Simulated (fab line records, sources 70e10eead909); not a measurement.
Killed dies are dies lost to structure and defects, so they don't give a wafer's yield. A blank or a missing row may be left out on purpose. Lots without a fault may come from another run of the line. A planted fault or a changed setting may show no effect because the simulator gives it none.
Tool commonality check | flow nand_harc | 4 lots, 12 wafers sampled

WHY IT WAS OPENED
At NHARC_END_SORT_01 the reading killed_at_array is flagged on 3 of 4 lots. Wafers without a fault read 28, standard deviation 11.
Rule: a lot is flagged when every wafer of it that has a number lies more than 4 standard deviations from that mean, or none has a number. The other lots count as sound.

lot  | measured     | on        | killed_at_array, wafer by wafer | flag
L421 | day 24 01:06 | prober-01 | 676 674 676                     | FLAGGED
L423 | day 24 08:58 | prober-02 | 675 676 677                     | FLAGGED
L422 | day 24 11:25 | prober-01 | 667 674 673                     | FLAGGED
L425 | day 25 01:14 | prober-02 | 27 32 35                        |
The numbers of the flagged lots are 674 on average: +646 against the usual, or +59 standard deviations.

WHICH TOOL RAN EACH LOT
The record holds 3 process steps before the reading, out of a route of 1159 steps. In each cell: the tool, then ch and the chambers that the sampled wafers went through, then the start.
lot  | flag    | NHARC_A_CONTACT_ETCH_127             | NHARC_A_CONTACT_ETCH_129             | NHARC_A_CONTACT_ETCH_97
L421 | FLAGGED | har_cap_etch-03 ch 0, day 21 12:54   | har_cap_etch-03 ch 0, day 21 13:11   | rie_diel-04 ch 0,3, day 21 14:47
L423 | FLAGGED | har_cap_etch-02 ch 0,1, day 21 08:16 | har_cap_etch-02 ch 0,1, day 21 08:33 | rie_diel-04 ch 0,1,3, day 21 09:49
L422 | FLAGGED | har_cap_etch-02 ch 0,1, day 21 14:53 | har_cap_etch-02 ch 0,1, day 21 15:10 | rie_diel-04 ch 2,3, day 21 16:24
L425 |         | har_cap_etch-03 ch 0,1, day 21 22:49 | har_cap_etch-03 ch 0,1, day 21 23:05 | rie_diel-07 ch 1,3, day 22 00:22
What these steps do:
- NHARC_A_CONTACT_ETCH_127: etches the open film in C4F8/O2/Ar, time 155 s, target depth 956 nm.
- NHARC_A_CONTACT_ETCH_129: etches the open film in C4F8/O2/Ar, time 155 s, target depth 956 nm.
- NHARC_A_CONTACT_ETCH_97: etches the open film in C4F6/O2, target depth 20 nm, time 10 s.
- NHARC_END_SORT_01

FLAGGED OVER TOTAL, TOOL BY TOOL (the gauges that took the reading come last)
step                     | tool            | lots run | flagged | share of the flagged lots | sound lots run after its first flagged lot
NHARC_A_CONTACT_ETCH_127 | har_cap_etch-02 | 2        | 2       | some                      | 0
NHARC_A_CONTACT_ETCH_127 | har_cap_etch-03 | 2        | 1       | some                      | 1 (L425)
NHARC_A_CONTACT_ETCH_129 | har_cap_etch-02 | 2        | 2       | some                      | 0
NHARC_A_CONTACT_ETCH_129 | har_cap_etch-03 | 2        | 1       | some                      | 1 (L425)
NHARC_A_CONTACT_ETCH_97  | rie_diel-04     | 3        | 3       | all                       | 0
NHARC_A_CONTACT_ETCH_97  | rie_diel-07     | 1        | 0       | none                      | -
NHARC_END_SORT_01        | prober-01       | 2        | 2       | some                      | 0
NHARC_END_SORT_01        | prober-02       | 2        | 1       | some                      | 1 (L425)

WHAT THE TABLE ALLOWS
1 row of the table ran every flagged lot: rie_diel-04 at NHARC_A_CONTACT_ETCH_97.
- rie_diel-04 at NHARC_A_CONTACT_ETCH_97: 3 of its 3 lots flagged. It ran no sound lot before its first flagged lot in this sample, so the start can't be narrowed down. Its own readings lie more than 4 standard deviations out on every wafer of the flagged lots: oes_product_au.
One tool is left: rie_diel-04 at NHARC_A_CONTACT_ETCH_97.

WHAT THE SIMULATOR HAD PUT IN
Process parameter drift: rie_diel-04, from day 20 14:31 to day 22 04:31, at NHARC_A_CONTACT_ETCH_97. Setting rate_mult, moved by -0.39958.
Lots struck among those shown: L421, L423, L422. The rule above found the same.
